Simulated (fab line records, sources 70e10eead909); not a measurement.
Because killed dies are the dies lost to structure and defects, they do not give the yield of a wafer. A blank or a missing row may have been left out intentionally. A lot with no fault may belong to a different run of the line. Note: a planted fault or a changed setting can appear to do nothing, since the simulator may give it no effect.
Which tool is to blame?    flow nand harc    Sampling: 13 lots, 39 wafers, 3 of 1302 route steps

== WHAT EACH GAUGE READ, for each wafer ==
NHARC_A_M1_THK_MEAS_24: measures by xrf.
lot   measured      on             thk nm (nm)
L763  day 23 06:19  film metro-01  155.6 155.2 154.3
L766  day 23 11:22  film metro-02  151.3 153.0 152.3
L764  day 23 12:20  film metro-02  154.7 154.3 153.1
L765  day 23 21:37  film metro-01  155.4 154.8 153.8
L767  day 24 14:25  film metro-01  155.8 154.4 153.2
L770  day 26 07:57  film metro-01  155.9 156.4 153.4
L769  day 26 13:59  film metro-01  153.8 152.8 156.4
L773  day 26 22:52  film metro-02  153.1 154.9 155.6
L772  day 27 00:59  film metro-01  154.9 153.8 153.2
L776  day 28 12:06  film metro-02  153.0 154.7 154.4
L775  day 28 13:32  film metro-02  154.1 155.7 151.5
L783  day 30 21:28  film metro-02  154.1 154.0 152.5
L786  day 32 15:52  film metro-02  154.1 155.7 156.9

NHARC_A_BONDPAD_THK_MEAS_30: measures by ellipsometry.
lot   measured      on             thk nm (nm)
L763  day 23 07:49  film metro-01  197.3 200.5 199.2
L766  day 23 12:53  film metro-01  198.2 200.2 198.7
L764  day 23 13:58  film metro-01  198.8 201.4 199.9
L765  day 23 23:21  film metro-02  199.8 200.5 199.2
L767  day 24 16:06  film metro-01  199.0 200.8 203.4
L770  day 26 09:28  film metro-02  198.5 196.8 196.7
L769  day 26 15:30  film metro-01  201.9 202.4 202.2
L773  day 27 00:23  film metro-02  201.7 199.3 201.5
L772  day 27 02:30  film metro-02  200.6 202.1 202.3
L776  day 28 13:38  film metro-01  198.9 199.7 199.9
L775  day 28 15:05  film metro-02  199.7 201.5 201.3
L783  day 30 22:58  film metro-02  199.8 199.3 199.8
L786  day 32 17:23  film metro-02  201.1 197.2 200.6

== EACH LOT AND THE TOOL THAT RAN IT (in order: tool; ch and the chambers of the sampled wafers; start) ==
lot   NHARC_A_M1_CMP_23
L763  cmp-02 ch 1,2, day 23 05:59
L766  cmp-03 ch 0,2, day 23 11:03
L764  cmp-03 ch 0,1,3, day 23 12:05
L765  cmp-04 ch 2,3, day 23 21:19
L767  cmp-02 ch 0,3, day 24 14:06
L770  cmp-02 ch 0,2,3, day 26 07:42
L769  cmp-03 ch 0,3, day 26 13:41
L773  cmp-02 ch 0,1,2, day 26 22:34
L772  cmp-04 ch 0,1,3, day 27 00:43
L776  cmp-02 ch 0,2, day 28 11:47
L775  cmp-03 ch 0,2,3, day 28 13:16
L783  cmp-02 ch 0,1,2, day 30 21:09
L786  cmp-03 ch 0,2,3, day 32 15:33
- NHARC_A_M1_CMP_23: polishes, t overpolish 20 s, target thk 154.34 nm.

== AS READ BY THE TOOLS THEMSELVES (means over the sampled wafers that have a number; for cases with no such wafer, the mark the record gives instead) ==
NHARC_A_M1_CMP_23.
lot   tool    motor current A (A)  time to endpoint s (s)
L763  cmp-02  12.3                 26.3
L766  cmp-03  13.2                 26.2
L764  cmp-03  12.4                 28.6
L765  cmp-04  9.8                  28.8
L767  cmp-02  10.5                 30.9
L770  cmp-02  11.1                 31.3
L769  cmp-03  12.8                 26.4
L773  cmp-02  12.0                 30.6
L772  cmp-04  11.1                 27.1
L776  cmp-02  11.7                 29.8
L775  cmp-03  12.7                 29.3
L783  cmp-02  12.2                 27.4
L786  cmp-03  12.6                 30.1

== THE ANSWER, worked out from the rows above alone ==
Rule: the lots themselves supply what counts as usual. Put in order of their means at a reading, lots are off if they are a third of the lots or fewer, leave a main group of 4 or more, and stand apart from it by a gap of 3 or more times the standard deviation of the main group's means; of several such gaps the widest counts. A main group whose means are all the same, to the digits that the tables above print for the reading, isn't used. Also off: a lot with no number at a reading for which 4 or more lots have one. The other lots that the step has rows for count as sound. First the gauges in route order, then the tools' own readings, where a lot's mean is used as printed above. The first step at which some lot is off is used, and at that step the reading that is off furthest; a lot without a number counts as furthest.
Across all readings shown, no lot is off: no conclusion can be drawn from this.

== WHAT THE SIMULATOR PUT IN ==
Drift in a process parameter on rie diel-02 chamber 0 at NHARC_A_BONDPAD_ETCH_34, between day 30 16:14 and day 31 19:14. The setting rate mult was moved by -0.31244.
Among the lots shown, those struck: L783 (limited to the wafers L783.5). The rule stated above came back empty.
